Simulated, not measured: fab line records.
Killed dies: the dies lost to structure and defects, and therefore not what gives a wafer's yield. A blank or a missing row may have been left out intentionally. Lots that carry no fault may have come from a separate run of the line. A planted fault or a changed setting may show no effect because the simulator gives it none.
fab line records || flow nand-harc
[record] {"lots": 6, "wafers": 18, "last-day": 24}
route steps=1159 shown A_SOURCE_PLATE@414 A_ONON_D1@424 END@1159
lots untouched by any fault: they come from a run of this same line in which no faults occurred
start-h: the number of hours between the record's first day and the start of the first shown wafer of the lot || wait-h: hours since the lot's step before || " the same as in the row above || L1.1+2: a single row standing in for several wafers || - value missing, or start not given || * or withheld: withheld || < > ~ a bound
route shown NAME@n: names a module that has steps shown in the file, with the first one's number in the route || usual: the fault-free wafers' mean and standard deviation || same: alike in all rows || chamber/n: place in a boat || sites: the reading at each site || _std_site: the standard deviation of these || _edge_site: mean of outer sites minus mean of inner sites || radius-mm: how far each site lies from the wafer's centre || mask NAME#n: copy n || behind: the most recent tool/chamber to have shaped the wafer || hold: why the lot went on hold/how many hours it stayed there/how the hold came to an end || device: whichever transistor did not switch (one of n, p or np) || end of line: at the end of the route, the tests of the same wafers || where a step has no rows: the recipe by itself || killed: the dies lost at the first sort to structure and to defects; this is not the yield of the wafer || map: the dies of a wafer, with x for killed, . for not killed, _ for no die there
set.NAME: setting as actually run; set.NAME@STEP: the setting as run at that earlier step || model.NAME: the simulator's own value behind a step, which no gauge read
certain route steps with their lots: each step a table, each wafer a row
services: when a tool's chamber went out of use (start-h, in hours from the record's first day, below 0 if earlier), for how many hours, and the reason
[[steps]]
[step NHARC_A_SOURCE_PLATE_SRD_01]
[step NHARC_A_SOURCE_PLATE_OXIDE_02]
[recipe] {"target-thk-a": 100, "temp-c": 900, "ox-time-s": 1362, "material": "SiO2"}
[step NHARC_A_SOURCE_PLATE_THK_MEAS_09]
[recipe] {"thk-meas-gauge": "ellipsometry"}
[usual] {"thk-nm": "9.7/0.99"}
{"lot.wafer": "L411.3", "tool": "film-metro-01", "chamber": "-", "start-h": 156.96, "wait-h": 0.4, "thk-nm": 10.2}
{"lot.wafer": "L411.4", "tool": "film-metro-01", "chamber": "-", "start-h": 156.96, "wait-h": 0.4, "thk-nm": 9.7}
{"lot.wafer": "L411.6", "tool": "film-metro-01", "chamber": "-", "start-h": 156.96, "wait-h": 0.4, "thk-nm": 10.1}
{"lot.wafer": "L414.1", "tool": "film-metro-02", "chamber": "-", "start-h": 175.75, "wait-h": 0.4, "thk-nm": 9.4}
{"lot.wafer": "L414.2", "tool": "film-metro-02", "chamber": "-", "start-h": 175.75, "wait-h": 0.4, "thk-nm": 10.8}
{"lot.wafer": "L414.3", "tool": "film-metro-02", "chamber": "-", "start-h": 175.75, "wait-h": 0.4, "thk-nm": 9.2}
{"lot.wafer": "L421.2", "tool": "film-metro-01", "chamber": "-", "start-h": 225.43, "wait-h": 0.4, "thk-nm": 11.2}
{"lot.wafer": "L421.4", "tool": "film-metro-01", "chamber": "-", "start-h": 225.43, "wait-h": 0.4, "thk-nm": 9.9}
{"lot.wafer": "L421.5", "tool": "film-metro-01", "chamber": "-", "start-h": 225.43, "wait-h": 0.4, "thk-nm": 9.1}
{"lot.wafer": "L424.3", "tool": "film-metro-01", "chamber": "-", "start-h": 236.10, "wait-h": 0.4, "thk-nm": 9.8}
{"lot.wafer": "L424.4", "tool": "film-metro-01", "chamber": "-", "start-h": 236.10, "wait-h": 0.4, "thk-nm": 10.4}
{"lot.wafer": "L424.6", "tool": "film-metro-01", "chamber": "-", "start-h": 236.10, "wait-h": 0.4, "thk-nm": 8.7}
{"lot.wafer": "L429.1", "tool": "film-metro-01", "chamber": "-", "start-h": 268.33, "wait-h": 0.4, "thk-nm": 11.5}
{"lot.wafer": "L429.5", "tool": "film-metro-01", "chamber": "-", "start-h": 268.33, "wait-h": 0.4, "thk-nm": 11.7}
{"lot.wafer": "L429.6", "tool": "film-metro-01", "chamber": "-", "start-h": 268.33, "wait-h": 0.4, "thk-nm": 10.3}
{"lot.wafer": "L431.2", "tool": "film-metro-01", "chamber": "-", "start-h": 268.34, "wait-h": 0.4, "thk-nm": 11.4}
{"lot.wafer": "L431.5", "tool": "film-metro-01", "chamber": "-", "start-h": 268.34, "wait-h": 0.4, "thk-nm": 7.9}
{"lot.wafer": "L431.6", "tool": "film-metro-01", "chamber": "-", "start-h": 268.34, "wait-h": 0.4, "thk-nm": 11.2}
[step NHARC_A_SOURCE_PLATE_PVD_04]
[recipe] {"target-thk-a": 500, "material": "WSi2"}
[step NHARC_A_SOURCE_PLATE_CVD_03]
[recipe] {"target-thk-a": 2000, "temp-c": 620, "pressure-mtorr": 200, "time-s": 4000, "material": "poly-Si"}
[step NHARC_A_SOURCE_PLATE_ANNEAL_05]
[recipe] {"temp-c": 850, "time-s": 1800}
[step NHARC_A_SOURCE_PLATE_THK_MEAS_06]
[recipe] {"thk-meas-gauge": "ellipsometry"}
[usual] {"thk-nm": "200.3/2.2"}
{"lot.wafer": "L411.3", "tool": "film-metro-01", "chamber": "-", "start-h": 168.89, "wait-h": 0.4, "thk-nm": 202.1}
{"lot.wafer": "L411.4", "tool": "film-metro-01", "chamber": "-", "start-h": 168.89, "wait-h": 0.4, "thk-nm": 204.6}
{"lot.wafer": "L411.6", "tool": "film-metro-01", "chamber": "-", "start-h": 168.89, "wait-h": 0.4, "thk-nm": 204.2}
{"lot.wafer": "L414.1", "tool": "film-metro-02", "chamber": "-", "start-h": 190.46, "wait-h": 0.4, "thk-nm": 201.7}
{"lot.wafer": "L414.2", "tool": "film-metro-02", "chamber": "-", "start-h": 190.46, "wait-h": 0.4, "thk-nm": 199.5}
{"lot.wafer": "L414.3", "tool": "film-metro-02", "chamber": "-", "start-h": 190.46, "wait-h": 0.4, "thk-nm": 200.4}
{"lot.wafer": "L421.2", "tool": "film-metro-02", "chamber": "-", "start-h": 238.93, "wait-h": 0.4, "thk-nm": 200.9}
{"lot.wafer": "L421.4", "tool": "film-metro-02", "chamber": "-", "start-h": 238.93, "wait-h": 0.4, "thk-nm": 200.5}
{"lot.wafer": "L421.5", "tool": "film-metro-02", "chamber": "-", "start-h": 238.93, "wait-h": 0.4, "thk-nm": 200.2}
{"lot.wafer": "L424.3", "tool": "film-metro-02", "chamber": "-", "start-h": 249.00, "wait-h": 0.4, "thk-nm": 201.6}
{"lot.wafer": "L424.4", "tool": "film-metro-02", "chamber": "-", "start-h": 249.00, "wait-h": 0.4, "thk-nm": 204.2}
{"lot.wafer": "L424.6", "tool": "film-metro-02", "chamber": "-", "start-h": 249.00, "wait-h": 0.4, "thk-nm": 203.0}
{"lot.wafer": "L429.1", "tool": "film-metro-01", "chamber": "-", "start-h": 281.41, "wait-h": 0.4, "thk-nm": 197.5}
{"lot.wafer": "L429.5", "tool": "film-metro-01", "chamber": "-", "start-h": 281.41, "wait-h": 0.4, "thk-nm": 197.6}
{"lot.wafer": "L429.6", "tool": "film-metro-01", "chamber": "-", "start-h": 281.41, "wait-h": 0.4, "thk-nm": 197.0}
{"lot.wafer": "L431.2", "tool": "film-metro-02", "chamber": "-", "start-h": 281.41, "wait-h": 0.4, "thk-nm": 199.5}
{"lot.wafer": "L431.5", "tool": "film-metro-02", "chamber": "-", "start-h": 281.41, "wait-h": 0.4, "thk-nm": 201.1}
{"lot.wafer": "L431.6", "tool": "film-metro-02", "chamber": "-", "start-h": 281.41, "wait-h": 0.4, "thk-nm": 199.2}
[step NHARC_A_SOURCE_PLATE_INSPECT_08]
[usual] {"raw-defect-count": "57/25"}
{"lot.wafer": "L411.3", "tool": "defect-inspect-02", "chamber": "-", "start-h": 168.96, "wait-h": 0.0, "raw-defect-count": 51}
{"lot.wafer": "L411.4", "tool": "defect-inspect-02", "chamber": "-", "start-h": 168.96, "wait-h": 0.0, "raw-defect-count": 28}
{"lot.wafer": "L411.6", "tool": "defect-inspect-02", "chamber": "-", "start-h": 168.96, "wait-h": 0.0, "raw-defect-count": 53}
{"lot.wafer": "L414.1", "tool": "defect-inspect-01", "chamber": "-", "start-h": 190.53, "wait-h": 0.0, "raw-defect-count": 55}
{"lot.wafer": "L414.2", "tool": "defect-inspect-01", "chamber": "-", "start-h": 190.53, "wait-h": 0.0, "raw-defect-count": 48}
{"lot.wafer": "L414.3", "tool": "defect-inspect-01", "chamber": "-", "start-h": 190.53, "wait-h": 0.0, "raw-defect-count": 62}
{"lot.wafer": "L421.2", "tool": "defect-inspect-01", "chamber": "-", "start-h": 239.02, "wait-h": 0.0, "raw-defect-count": 97}
{"lot.wafer": "L421.4", "tool": "defect-inspect-01", "chamber": "-", "start-h": 239.02, "wait-h": 0.0, "raw-defect-count": 113}
{"lot.wafer": "L421.5", "tool": "defect-inspect-01", "chamber": "-", "start-h": 239.02, "wait-h": 0.0, "raw-defect-count": 66}
{"lot.wafer": "L424.3", "tool": "defect-inspect-01", "chamber": "-", "start-h": 249.10, "wait-h": 0.0, "raw-defect-count": 54}
{"lot.wafer": "L424.4", "tool": "defect-inspect-01", "chamber": "-", "start-h": 249.10, "wait-h": 0.0, "raw-defect-count": 33}
{"lot.wafer": "L424.6", "tool": "defect-inspect-01", "chamber": "-", "start-h": 249.10, "wait-h": 0.0, "raw-defect-count": 59}
{"lot.wafer": "L429.1", "tool": "defect-inspect-02", "chamber": "-", "start-h": 281.47, "wait-h": 0.0, "raw-defect-count": 62}
{"lot.wafer": "L429.5", "tool": "defect-inspect-02", "chamber": "-", "start-h": 281.47, "wait-h": 0.0, "raw-defect-count": 77}
{"lot.wafer": "L429.6", "tool": "defect-inspect-02", "chamber": "-", "start-h": 281.47, "wait-h": 0.0, "raw-defect-count": 63}
{"lot.wafer": "L431.2", "tool": "defect-inspect-01", "chamber": "-", "start-h": 281.47, "wait-h": 0.0, "raw-defect-count": 26}
{"lot.wafer": "L431.5", "tool": "defect-inspect-01", "chamber": "-", "start-h": 281.47, "wait-h": 0.0, "raw-defect-count": 64}
{"lot.wafer": "L431.6", "tool": "defect-inspect-01", "chamber": "-", "start-h": 281.47, "wait-h": 0.0, "raw-defect-count": 36}
[step NHARC_A_ONON_D1_DEP_00]
[recipe] {"target-thk-a": 10000, "n2-flow-sccm": 2750, "n2o-flow-sccm": 2000, "nh3-flow-sccm": 500, "sih4-flow-sccm": 210, "temp-c": 400}
[step NHARC_A_ONON_D1_THK_MEAS_02]
[recipe] {"thk-meas-gauge": "ellipsometry"}
[usual] {"thk-nm": "1001/9.9"}
{"lot.wafer": "L411.3", "tool": "film-metro-02", "chamber": "-", "start-h": 169.56, "wait-h": "-", "thk-nm": 1005}
{"lot.wafer": "L411.4", "tool": "film-metro-02", "chamber": "-", "start-h": 169.56, "wait-h": "-", "thk-nm": 1003}
{"lot.wafer": "L411.6", "tool": "film-metro-02", "chamber": "-", "start-h": 169.56, "wait-h": "-", "thk-nm": 1005}
{"lot.wafer": "L414.1", "tool": "film-metro-02", "chamber": "-", "start-h": 191.12, "wait-h": "-", "thk-nm": 1009}
{"lot.wafer": "L414.2", "tool": "film-metro-02", "chamber": "-", "start-h": 191.12, "wait-h": "-", "thk-nm": 1011}
{"lot.wafer": "L414.3", "tool": "film-metro-02", "chamber": "-", "start-h": 191.12, "wait-h": "-", "thk-nm": 1009}
{"lot.wafer": "L421.2", "tool": "film-metro-01", "chamber": "-", "start-h": 239.60, "wait-h": "-", "thk-nm": 1008}
{"lot.wafer": "L421.4", "tool": "film-metro-01", "chamber": "-", "start-h": 239.60, "wait-h": "-", "thk-nm": 1010}
{"lot.wafer": "L421.5", "tool": "film-metro-01", "chamber": "-", "start-h": 239.60, "wait-h": "-", "thk-nm": 1010}
{"lot.wafer": "L424.3", "tool": "film-metro-01", "chamber": "-", "start-h": 249.76, "wait-h": "-", "thk-nm": 1006}
{"lot.wafer": "L424.4", "tool": "film-metro-01", "chamber": "-", "start-h": 249.76, "wait-h": "-", "thk-nm": 1005}
{"lot.wafer": "L424.6", "tool": "film-metro-01", "chamber": "-", "start-h": 249.76, "wait-h": "-", "thk-nm": 1007}
{"lot.wafer": "L429.1", "tool": "film-metro-02", "chamber": "-", "start-h": 282.05, "wait-h": "-", "thk-nm": 1000}
{"lot.wafer": "L429.5", "tool": "film-metro-02", "chamber": "-", "start-h": 282.05, "wait-h": "-", "thk-nm": 998}
{"lot.wafer": "L429.6", "tool": "film-metro-02", "chamber": "-", "start-h": 282.05, "wait-h": "-", "thk-nm": 999}
{"lot.wafer": "L431.2", "tool": "film-metro-01", "chamber": "-", "start-h": 282.05, "wait-h": "-", "thk-nm": 994}
{"lot.wafer": "L431.5", "tool": "film-metro-01", "chamber": "-", "start-h": 282.05, "wait-h": "-", "thk-nm": 993}
{"lot.wafer": "L431.6", "tool": "film-metro-01", "chamber": "-", "start-h": 282.05, "wait-h": "-", "thk-nm": 992}
[step NHARC_A_ONON_D1_DEP_03]
[recipe] {"target-thk-a": 10000, "n2-flow-sccm": 2750, "n2o-flow-sccm": 2000, "nh3-flow-sccm": 500, "sih4-flow-sccm": 210, "temp-c": 400}
{"lot.wafer": "L411.3+4+6", "tool": "pecvd-onon-02", "chamber": 0, "start-h": 169.73, "wait-h": 0.2}
{"lot.wafer": "L414.1+2+3", "tool": "pecvd-onon-02", "chamber": 0, "start-h": 191.18, "wait-h": 0.1}
{"lot.wafer": "L421.2+4+5", "tool": "pecvd-onon-03", "chamber": 0, "start-h": 239.72, "wait-h": 0.1}
{"lot.wafer": "L424.3+4+6", "tool": "pecvd-onon-01", "chamber": 0, "start-h": 250.07, "wait-h": 0.3}
{"lot.wafer": "L429.1+5+6", "tool": "pecvd-onon-02", "chamber": 0, "start-h": 282.10, "wait-h": 0.1}
{"lot.wafer": "L431.2+5+6", "tool": "pecvd-onon-01", "chamber": 0, "start-h": 282.17, "wait-h": 0.1}
[step NHARC_A_ONON_D1_THK_MEAS_05]
[recipe] {"thk-meas-gauge": "ellipsometry"}
[usual] {"thk-nm": "1001/10"}
{"lot.wafer": "L411.3", "tool": "film-metro-02", "chamber": "-", "start-h": 170.13, "wait-h": "-", "thk-nm": 483}
{"lot.wafer": "L411.4", "tool": "film-metro-02", "chamber": "-", "start-h": 170.13, "wait-h": "-", "thk-nm": 485}
{"lot.wafer": "L411.6", "tool": "film-metro-02", "chamber": "-", "start-h": 170.13, "wait-h": "-", "thk-nm": 484}
{"lot.wafer": "L414.1", "tool": "film-metro-02", "chamber": "-", "start-h": 191.69, "wait-h": "-", "thk-nm": 493}
{"lot.wafer": "L414.2", "tool": "film-metro-02", "chamber": "-", "start-h": 191.69, "wait-h": "-", "thk-nm": 492}
{"lot.wafer": "L414.3", "tool": "film-metro-02", "chamber": "-", "start-h": 191.69, "wait-h": "-", "thk-nm": 495}
{"lot.wafer": "L421.2", "tool": "film-metro-02", "chamber": "-", "start-h": 240.17, "wait-h": "-", "thk-nm": 1005}
{"lot.wafer": "L421.4", "tool": "film-metro-02", "chamber": "-", "start-h": 240.17, "wait-h": "-", "thk-nm": 1003}
{"lot.wafer": "L421.5", "tool": "film-metro-02", "chamber": "-", "start-h": 240.17, "wait-h": "-", "thk-nm": 1006}
{"lot.wafer": "L424.3", "tool": "film-metro-01", "chamber": "-", "start-h": 250.46, "wait-h": "-", "thk-nm": 991}
{"lot.wafer": "L424.4", "tool": "film-metro-01", "chamber": "-", "start-h": 250.46, "wait-h": "-", "thk-nm": 990}
{"lot.wafer": "L424.6", "tool": "film-metro-01", "chamber": "-", "start-h": 250.46, "wait-h": "-", "thk-nm": 992}
{"lot.wafer": "L429.1", "tool": "film-metro-01", "chamber": "-", "start-h": 282.62, "wait-h": "-", "thk-nm": 1001}
{"lot.wafer": "L429.5", "tool": "film-metro-01", "chamber": "-", "start-h": 282.62, "wait-h": "-", "thk-nm": 1002}
{"lot.wafer": "L429.6", "tool": "film-metro-01", "chamber": "-", "start-h": 282.62, "wait-h": "-", "thk-nm": 1001}
{"lot.wafer": "L431.2", "tool": "film-metro-02", "chamber": "-", "start-h": 282.62, "wait-h": "-", "thk-nm": 996}
{"lot.wafer": "L431.5", "tool": "film-metro-02", "chamber": "-", "start-h": 282.62, "wait-h": "-", "thk-nm": 996}
{"lot.wafer": "L431.6", "tool": "film-metro-02", "chamber": "-", "start-h": 282.62, "wait-h": "-", "thk-nm": 998}
[step NHARC_A_ONON_D1_DEP_06]
[recipe] {"target-thk-a": 10000, "n2-flow-sccm": 2750, "n2o-flow-sccm": 2000, "nh3-flow-sccm": 500, "sih4-flow-sccm": 210, "temp-c": 400}
[step NHARC_END_SORT_01]
[recipe] {"temp-c": 25}
[usual] {"killed-at-array": "27/10", "killed-at-other": "0.6/0.83", "killed-at-periphery": "2.4/1.8", "killed-dies": "30/10", "killed-open": "3.3/1.7", "killed-short": "1.8/1.4"}
[same] {"gross-dies": 677}
{"lot.wafer": "L411.3", "tool": "prober-02", "chamber": 0, "start-h": 471.69, "wait-h": 3.1, "killed-at-array": 675, "killed-at-other": 0, "killed-at-periphery": 2, "killed-dies": 677, "killed-open": 3, "killed-short": 3}
{"lot.wafer": "L411.4", "tool": "prober-02", "chamber": 0, "start-h": 472.49, "wait-h": 3.4, "killed-at-array": 675, "killed-at-other": 0, "killed-at-periphery": 2, "killed-dies": 677, "killed-open": 2, "killed-short": 1}
{"lot.wafer": "L411.6", "tool": "prober-02", "chamber": 0, "start-h": 474.09, "wait-h": 4.0, "killed-at-array": 673, "killed-at-other": 0, "killed-at-periphery": 4, "killed-dies": 677, "killed-open": 6, "killed-short": 3}
{"lot.wafer": "L414.1", "tool": "prober-02", "chamber": 0, "start-h": 477.92, "wait-h": 2.5, "killed-at-array": 674, "killed-at-other": 1, "killed-at-periphery": 2, "killed-dies": 677, "killed-open": 5, "killed-short": 1}
{"lot.wafer": "L414.2", "tool": "prober-02", "chamber": 0, "start-h": 478.72, "wait-h": 2.8, "killed-at-array": 675, "killed-at-other": 2, "killed-at-periphery": 0, "killed-dies": 677, "killed-open": 4, "killed-short": 2}
{"lot.wafer": "L414.3", "tool": "prober-02", "chamber": 0, "start-h": 479.51, "wait-h": 3.1, "killed-at-array": 675, "killed-at-other": 2, "killed-at-periphery": 0, "killed-dies": 677, "killed-open": 3, "killed-short": 2}
// killed by level:class
L411.3 A_ONON_D1:area-dep=644 A_CHANNEL_HOLE_D1:chamber-film-flake=16 A_STAIRCASE:chamber-film-flake=6 A_ZERO_WELL:chamber-film-flake=2 A_CONTACT:chamber-film-flake=2 P_CONTACT:geometric-particle:short=1 P_M0:geometric-particle:open=1 A_SOURCE_PLATE:geometric-particle:short=1
L411.4 A_ONON_D1:area-dep=650 A_CHANNEL_HOLE_D1:chamber-film-flake=10 A_CONTACT:chamber-film-flake=5 A_ZERO_WELL:chamber-film-flake=2 A_STAIRCASE:chamber-film-flake=2 A_CHANNEL_FILL_D1:geometric-particle:open=1 P_BONDPAD:chamber-film-flake=1 A_WL_FILL:geometric-particle:open=1
L411.6 A_ONON_D1:area-dep=641 A_CHANNEL_HOLE_D1:chamber-film-flake=12 A_CONTACT:chamber-film-flake=4 A_ZERO_WELL:chamber-film-flake=3 A_STAIRCASE:chamber-film-flake=3 A_CHANNEL_HOLE_D1:geometric-particle:open=2 P_GATE:chamber-film-flake=2 A_BONDPAD:chamber-film-flake=2
L414.1 A_ONON_D1:area-dep=657 A_STAIRCASE:chamber-film-flake=4 P_M0:geometric-particle:open=2 A_CHANNEL_HOLE_D1:chamber-film-flake=2 A_SLIT:chamber-film-flake=2 A_CONTACT:chamber-film-flake=2 A_SOURCE_PLATE:geometric-particle:short=1 A_ONON_D1:geometric-particle:open=1
L414.2 A_ONON_D1:area-dep=659 A_STAIRCASE:chamber-film-flake=4 A_CHANNEL_HOLE_D1:chamber-film-flake=3 A_CONTACT:geometric-particle:open=2 A_WL_FILL:chamber-film-flake=2 A_ONON_D1:geometric-particle:short=1 A_SGD_CUT:geometric-particle:open=1 A_M0:geometric-particle:open=1
L414.3 A_ONON_D1:area-dep=658 A_CHANNEL_HOLE_D1:chamber-film-flake=4 A_CONTACT:chamber-film-flake=3 A_STAIRCASE:chamber-film-flake=2 THIN_TSV:chamber-film-flake=2 A_ONON_D1:geometric-particle:short=1 A_CHANNEL_FILL_D1:geometric-particle:open=1 A_WL_FILL:geometric-particle:open=1
// map L411.3 (x killed, . not)
____________x____________
_________xxxxxxx_________
_______xxxxxxxxxxx_______
______xxxxxxxxxxxxx______
_____xxxxxxxxxxxxxxx_____
____xxxxxxxxxxxxxxxxx____
____xxxxxxxxxxxxxxxxx____
___xxxxxxxxxxxxxxxxxxx___
___xxxxxxxxxxxxxxxxxxx___
__xxxxxxxxxxxxxxxxxxxxx__
__xxxxxxxxxxxxxxxxxxxxx__
_xxxxxxxxxxxxxxxxxxxxxxx_
_xxxxxxxxxxxxxxxxxxxxxxx_
_xxxxxxxxxxxxxxxxxxxxxxx_
_xxxxxxxxxxxxxxxxxxxxxxx_
_xxxxxxxxxxxxxxxxxxxxxxx_
xxxxxxxxxxxxxxxxxxxxxxxxx
xxxxxxxxxxxxxxxxxxxxxxxxx
xxxxxxxxxxxxxxxxxxxxxxxxx
xxxxxxxxxxxxxxxxxxxxxxxxx
xxxxxxxxxxxxxxxxxxxxxxxxx
_xxxxxxxxxxxxxxxxxxxxxxx_
_xxxxxxxxxxxxxxxxxxxxxxx_
_xxxxxxxxxxxxxxxxxxxxxxx_
_xxxxxxxxxxxxxxxxxxxxxxx_
_xxxxxxxxxxxxxxxxxxxxxxx_
__xxxxxxxxxxxxxxxxxxxxx__
__xxxxxxxxxxxxxxxxxxxxx__
___xxxxxxxxxxxxxxxxxxx___
___xxxxxxxxxxxxxxxxxxx___
____xxxxxxxxxxxxxxxxx____
____xxxxxxxxxxxxxxxxx____
_____xxxxxxxxxxxxxxx_____
______xxxxxxxxxxxxx______
_______xxxxxxxxxxx_______
_________xxxxxxx_________
____________x____________
// map L414.1 (x killed, . not)
____________x____________
_________xxxxxxx_________
_______xxxxxxxxxxx_______
______xxxxxxxxxxxxx______
_____xxxxxxxxxxxxxxx_____
____xxxxxxxxxxxxxxxxx____
____xxxxxxxxxxxxxxxxx____
___xxxxxxxxxxxxxxxxxxx___
___xxxxxxxxxxxxxxxxxxx___
__xxxxxxxxxxxxxxxxxxxxx__
__xxxxxxxxxxxxxxxxxxxxx__
_xxxxxxxxxxxxxxxxxxxxxxx_
_xxxxxxxxxxxxxxxxxxxxxxx_
_xxxxxxxxxxxxxxxxxxxxxxx_
_xxxxxxxxxxxxxxxxxxxxxxx_
_xxxxxxxxxxxxxxxxxxxxxxx_
xxxxxxxxxxxxxxxxxxxxxxxxx
xxxxxxxxxxxxxxxxxxxxxxxxx
xxxxxxxxxxxxxxxxxxxxxxxxx
xxxxxxxxxxxxxxxxxxxxxxxxx
xxxxxxxxxxxxxxxxxxxxxxxxx
_xxxxxxxxxxxxxxxxxxxxxxx_
_xxxxxxxxxxxxxxxxxxxxxxx_
_xxxxxxxxxxxxxxxxxxxxxxx_
_xxxxxxxxxxxxxxxxxxxxxxx_
_xxxxxxxxxxxxxxxxxxxxxxx_
__xxxxxxxxxxxxxxxxxxxxx__
__xxxxxxxxxxxxxxxxxxxxx__
___xxxxxxxxxxxxxxxxxxx___
___xxxxxxxxxxxxxxxxxxx___
____xxxxxxxxxxxxxxxxx____
____xxxxxxxxxxxxxxxxx____
_____xxxxxxxxxxxxxxx_____
______xxxxxxxxxxxxx______
_______xxxxxxxxxxx_______
_________xxxxxxx_________
____________x____________
[[services]]
{"tool": "pecvd-onon-03", "chamber": "-", "start-h": 153.25, "hours": 13.0, "kind": "pm"}
{"tool": "pecvd-onon-01", "chamber": "-", "start-h": 195.12, "hours": 13.0, "kind": "pm"}
[[key]]
[first-sign] {"step": "NHARC_A_ONON_D1_THK_MEAS_05", "reading": "thk-nm", "direction": "down", "sigmas": 50, "usual": 1001, "struck": 489}
[effect] {"step": "NHARC_END_SORT_01", "reading": "killed-at-array", "direction": "up", "sigmas": 63, "usual": 27, "struck": 674}
[more-kills-born-at] {"NHARC_A_ONON_D1_DEP_03@pecvd-onon-02": 3909}
met-at NHARC_A_ONON_D1_DEP_03
struck-wafers L411.3,L411.4,L411.6,L414.1,L414.2,L414.3
later-rows-left-out L411.3,L411.4,L411.6,L414.1,L414.2,L414.3
tester-left-out L411,L414
[fault] {"kind": "process-parameter-drift", "tool": "pecvd-onon-02", "chamber": 0, "onset-h": 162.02, "steps": "NHARC_A_ONON_D1_DEP_03", "channel": "target-thk-a", "offset": "*", "shape": "step", "end-h": 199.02, "acts-in": "*", "stated": "*"}
// tester-left-out: of these lots the tester's yield and bins aren't shown, on N5 and GAA mostly nor the transistor test; their killed dies are dies lost to structure and defects alone, not to doping, threshold or leakage, so they don't give the yield
// later-rows-left-out: the simulator's readings of these wafers behind a module that went badly wrong aren't trusted and aren't shown, but for the sort
